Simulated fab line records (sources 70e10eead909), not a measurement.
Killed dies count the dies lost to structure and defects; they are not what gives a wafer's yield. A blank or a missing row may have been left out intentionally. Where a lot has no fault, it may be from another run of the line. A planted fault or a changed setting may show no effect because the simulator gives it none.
Tool commonality check    flow nand harc    12 lots, 36 wafers sampled

== WHAT PROMPTED THE OPENING ==
At NHARC_A_BONDPAD_THK_MEAS_20 the reading thk nm is flagged on 3 of 12 lots. Wafers without a fault read 169.4 nm, standard deviation 1.8.
Rule: a lot is flagged when every wafer of it that has a number lies more than 4 standard deviations from that mean, or none has a number. The rest of the lots are taken to be sound.

lot   measured      on             thk nm (nm), wafer by wafer  flag
L407  day 17 16:43  film metro-01  173.1 168.9 170.3            
L409  day 18 08:59  film metro-01  168.6 166.3 166.1            
L410  day 18 11:49  film metro-02  167.7 171.0 168.3            
L411  day 18 17:34  film metro-02  403.2 396.7 395.7            FLAGGED
L412  day 18 22:16  film metro-02  399.7 397.6 399.9            FLAGGED
L415  day 19 14:53  film metro-02  402.0 396.4 402.8            FLAGGED
L421  day 22 02:58  film metro-01  170.8 172.5 171.2            
L425  day 22 21:51  film metro-01  169.8 169.6 169.6            
L427  day 23 06:35  film metro-02  170.2 171.6 168.8            
L428  day 23 07:11  film metro-01  170.1 166.5 169.5            
L429  day 23 11:56  film metro-02  169.2 169.2 169.1            
L430  day 23 21:11  film metro-01  173.3 169.8 172.0            
The numbers of the flagged lots are 399.3 nm on average: +229.9 nm against the usual, or +99 or more standard deviations.

== WHICH TOOL RAN EACH LOT ==
The record holds 2 process steps before the reading, out of a route of 1159 steps. Every cell lists first the tool, next ch and the chambers used by the sampled wafers, and last the start.
lot   flag     NHARC_A_BONDPAD_ANNEAL_28         NHARC_A_BONDPAD_CMP_19
L407           rtp anneal-01 ch 0, day 17 16:03  cmp-01 ch 1,2, day 17 16:26
L409           rtp anneal-01 ch 0, day 18 08:26  cmp-04 ch 1,2,3, day 18 08:44
L410           rtp anneal-01 ch 0, day 18 11:07  cmp-03 ch 0,1,2, day 18 11:31
L411  FLAGGED  rtp anneal-01 ch 0, day 18 16:54  cmp-04 ch 0,3, day 18 17:15
L412  FLAGGED  rtp anneal-02 ch 0, day 18 21:35  cmp-03 ch 0,1, day 18 21:56
L415  FLAGGED  rtp anneal-01 ch 0, day 19 14:12  cmp-01 ch 0,1, day 19 14:33
L421           rtp anneal-01 ch 0, day 22 02:21  cmp-04 ch 0,1, day 22 02:40
L425           rtp anneal-02 ch 0, day 22 21:17  cmp-01 ch 0,1,3, day 22 21:35
L427           rtp anneal-02 ch 0, day 23 05:56  cmp-04 ch 0,1, day 23 06:18
L428           rtp anneal-01 ch 0, day 23 06:32  cmp-03 ch 1,2,3, day 23 06:52
L429           rtp anneal-02 ch 0, day 23 11:16  cmp-03 ch 0,2,3, day 23 11:40
L430           rtp anneal-02 ch 0, day 23 20:37  cmp-01 ch 1,3, day 23 20:53
What the steps here do:
- NHARC_A_BONDPAD_ANNEAL_28: time 90 s.
- NHARC_A_BONDPAD_CMP_19: polishes, t overpolish 30 s, cu recess touch 16 s, target thk 169.8 nm.
- NHARC_A_BONDPAD_THK_MEAS_20: measures by xrf.

== FLAGGED AGAINST TOTAL, ONE TOOL AT A TIME (gauges that did the reading follow at the end) ==
step                         tool           lots run  flagged  share of the flagged lots  sound lots run after its first flagged lot
NHARC_A_BONDPAD_ANNEAL_28    rtp anneal-01  7         2        some                       2 (L421,L428)
NHARC_A_BONDPAD_ANNEAL_28    rtp anneal-02  5         1        some                       4 (L425,L427,L429,L430)
NHARC_A_BONDPAD_CMP_19       cmp-01         4         1        some                       2 (L425,L430)
NHARC_A_BONDPAD_CMP_19       cmp-03         4         1        some                       2 (L428,L429)
NHARC_A_BONDPAD_CMP_19       cmp-04         4         1        some                       2 (L421,L427)
NHARC_A_BONDPAD_THK_MEAS_20  film metro-01  6         0        none                       -
NHARC_A_BONDPAD_THK_MEAS_20  film metro-02  6         3        all                        2 (L427,L429)

== WHAT THE TABLE ALLOWS ==
1 row of the table ran every flagged lot: film metro-02 at NHARC_A_BONDPAD_THK_MEAS_20.
- film metro-02 at NHARC_A_BONDPAD_THK_MEAS_20: 3 of its 6 lots flagged. Sound lots followed the first flagged one (L427, L429) on it, something a lasting fault affecting the whole tool could not allow.
Not one row of the table ran every flagged lot while running no sound lot after the first.

== WHAT WAS PUT IN BY THE SIMULATOR ==
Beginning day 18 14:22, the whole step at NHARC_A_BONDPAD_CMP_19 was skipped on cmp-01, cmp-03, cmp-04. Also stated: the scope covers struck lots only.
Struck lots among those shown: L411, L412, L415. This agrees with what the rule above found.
